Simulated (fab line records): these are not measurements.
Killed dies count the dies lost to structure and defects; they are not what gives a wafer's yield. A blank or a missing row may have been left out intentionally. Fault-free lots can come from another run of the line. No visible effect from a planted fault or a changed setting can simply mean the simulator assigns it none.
Struck lot and sound lot, side by side + flow n5_finfet + 36 steps out of a route of 1938
Sound: these wafers, L449.2, L449.5, L449.6. The struck wafers were L466.2, L466.5. The cause is given at the end.
At each step with rows: each side's tool, then ch and its chambers, then its first start. Under that, the readings that differ: sound wafers + struck wafers + difference of the means + sigmas: that difference in standard deviations of wafers without a fault.
alike: readings with means less than 2 such deviations apart, plus words and numbers identical on both sides. not compared: withheld readings, readings lacking a value on some wafer, bounds such as >300 that could conceal the same value, and numbers that have no deviation in the record and whose values overlap.
A row with sigmas, a row that says differs or no value, or rows on one side alone: a step with any of these is where the two part. Numbers that have no deviation but don't overlap get no sigmas and don't part them. A reading missing from all wafers of one side parts the sides only when that side holds two or more wafers.

first, 9 steps without rows for these wafers: N5_FIN_SAQP_PRECLEAN_42 (cleans in O3/DIW, time 60 s); N5_FIN_SAQP_PRECLEAN_00 (cleans in SC1, time 60 s); N5_FIN_SAQP_PRECLEAN_44 (cleans in SC2, time 45 s); N5_FIN_SAQP_SRD_01 (time 30 s); N5_FIN_SAQP_ALD_61 (deposits SiO2, target thk 4 nm, pulse time 1 s, purge time 2 s); N5_FIN_SAQP_DENSIFY_62 (time 60 s); N5_FIN_SAQP_HM_DEP_03 (deposits SiNx from SiH4/NH3/N2, target thk 38 nm, time 33.6 s); N5_FIN_SAQP_PECVD_47 (deposits a-Si from SiH4/He, target thk 45 nm, time 36.3 s); N5_FIN_SAQP_PECVD_48 (deposits SiNx from SiH4/NH3/N2, target thk 25 nm, time 22.1 s).
N5_FIN_SAQP_PECVD_06: deposits a-Si from SiH4/He, target thk 60 nm, time 48.1 s.
  sound on pecvd-03 ch 1,2, day 2 09:14; struck on pecvd-03 ch 0,2, day 6 21:28
| reading                                     | sound             | struck      | difference | sigmas |
|---------------------------------------------|-------------------|-------------|------------|--------|
| model.a-Si_of_FIN_SAQP_PECVD_06.thk_nm (nm) | 60.08 61.19 60.88 | 30.19 31.72 | -29.76     |        |
  alike: heater_power_w, showerhead_plenum_p_Torr, throttle_valve_pct
N5_FIN_SAQP_THK_MEAS_07:
  struck on film_metro-01, day 6 21:33; sound on film_metro-01, day 2 09:19
| reading     | sound          | struck    | difference | sigmas |
|-------------|----------------|-----------|------------|--------|
| thk_nm (nm) | 60.0 61.2 60.9 | 30.2 31.7 | -29.8      | -49    |
then, 15 steps without rows for these wafers: N5_FIN_SAQP_HM_DEP_72 (deposits SiO2 from SiH4/N2O, target thk 12 nm, time 7.2 s); N5_FIN_SAQP_COAT_49 (time 60 s, resist thk 100 nm); N5_FIN_SAQP_COAT_50 (time 60 s, resist thk 35 nm); N5_FIN_SAQP_COAT_10 (resist thk 90 nm); N5_FIN_SAQP_EBR_12; N5_FIN_SAQP_SOFTBAKE_11 (time 60 s); N5_FIN_SAQP_EXPOSE_13 (exposes mask FIN CORE, target cd 35.6 nm); N5_FIN_SAQP_PEB_14 (peb time 60 s); N5_FIN_SAQP_DEVELOP_15 (develop time 30 s); N5_FIN_SAQP_DESCUM_21 (chemistry O2, time 7.9 s); N5_FIN_SAQP_ETCH_51 (etches SiARC in CF4, target depth 45.5 nm, time 75.8 s); N5_FIN_SAQP_ETCH_52 (etches SOC in N2/H2, target depth 100 nm, overetch 20 nm, time 150 s); N5_FIN_SAQP_STRIP_53 (strips in N2/H2); N5_FIN_SAQP_HM_OPEN_73 (chemistry CHF3/O2, target SiO2, stops on a-Si, target depth 12 nm, time 16.8 s); N5_FIN_SAQP_STRIP_74 (strips in CHF3/O2).
N5_FIN_SAQP_MANDREL_ETCH_22: etches a-Si in HBr/Cl2, stops on SiNx, target depth 60 nm, bt time 10 s, time 30 s.
  sound on rie_si-01 ch 0,1,3, day 2 10:26; struck on rie_si-04 ch 0,3, day 6 22:25
| reading                  | sound             | struck      | difference | sigmas |
|--------------------------|-------------------|-------------|------------|--------|
| oes_product_au (a.u.)    | 0.775 0.780 0.795 | 0.555 0.563 | -0.224     | -17    |
| model.etch.depth_nm (nm) | 60.08 61.15 60.88 | 30.19 31.64 | -29.79     |        |
  alike: drypump_motor_current_A, he_backside_leak_sccm, throttle_valve_pct
  not compared: rf_hours_counter_h
then, 5 steps without rows for these wafers: N5_FIN_SAQP_STRIP_55 (strips in N2/H2); N5_FIN_SAQP_STRIP_23 (strips in SPM, time 750 s); N5_FIN_SAQP_SRD_66 (time 30 s); N5_FIN_SAQP_RECESS_75 (chemistry HF/NH3, target SiO2, target depth 14.4 nm, afs cycles 3, sublimation time 60 s); N5_FIN_SAQP_SPACER1_ALD_24 (deposits SiO2, target thk 20.3 nm, pulse time 1 s, purge time 2 s).
N5_FIN_SAQP_SPACER1_ETCHBACK_25: etches SiO2 in CHF3/O2, target depth 24.4 nm, time 12.2 s.
  sound on rie_diel-06 ch 0,1, day 2 12:09; struck on rie_diel-02 ch 2, day 7 00:08
| reading                                     | sound        | struck    | difference | sigmas |
|---------------------------------------------|--------------|-----------|------------|--------|
| rf_vpp_V (V)                                | 515 522 515  | 536 534   | +18        | +3     |
| model.a-Si_of_FIN_SAQP_PECVD_06.thk_nm (nm) | 59.2 60.2 60 | 29.2 30.8 | -29.8      |        |
  alike: drypump_motor_current_A, oes_product_au, showerhead_plenum_p_Torr, throttle_valve_pct
  not compared: rf_hours_counter_h
then, 1 step without rows for these wafers: N5_FIN_SAQP_MANDREL1_REMOVE_56 (chemistry HBr/Cl2/O2, target a-Si, stops on SiNx, bt time 10 s).
-- here the record skips 6 days between the struck wafers' starts before and after, leaving off in module FIN_SAQP and picking up in module BEOL_M4 (first step shown: number 1111 of the route) --
N5_BEOL_M4_RC_MEAS_101:
  sound on prober-02 ch 0, day 8 15:05; struck on prober-01 ch 0, day 12 23:06
| reading   | sound                | struck        | difference | sigmas |
|-----------|----------------------|---------------|------------|--------|
| VT_P (mV) | -249.1 -247.9 -244.8 | -253.8 -253.6 | -6.4       | -2     |
  alike: DIBL_N, DIBL_P, IOFF_N, IOFF_P, ION_N, ION_P, SS_N, SS_P, VT_N
-- here the record skips 4 days between the struck wafers' starts before and after, leaving off in module BEOL_M4 and picking up in module PASSIVATION (first step shown: number 1936 of the route) --
N5_PASSIVATION_PROBE_49:
  struck on prober-02, day 17 07:04; sound on prober-01, day 13 06:16
  alike: defect_limited_yield, killed_at_M0_to_M3, killed_at_M4_up, killed_at_contacts, killed_at_front_end, killed_at_other, killed_dies, killed_on_rim, killed_open, killed_short, sort_bin_5_function, sort_bin_6_memory, sort_n_pass, sort_yield_pct

## WHERE THEY PART
First at N5_FIN_SAQP_THK_MEAS_07; last, within this record, at N5_BEOL_M4_RC_MEAS_101. Later steps at which nothing parts them and some readings are alike: N5_PASSIVATION_PROBE_49.

WHY: whatever the simulator had introduced
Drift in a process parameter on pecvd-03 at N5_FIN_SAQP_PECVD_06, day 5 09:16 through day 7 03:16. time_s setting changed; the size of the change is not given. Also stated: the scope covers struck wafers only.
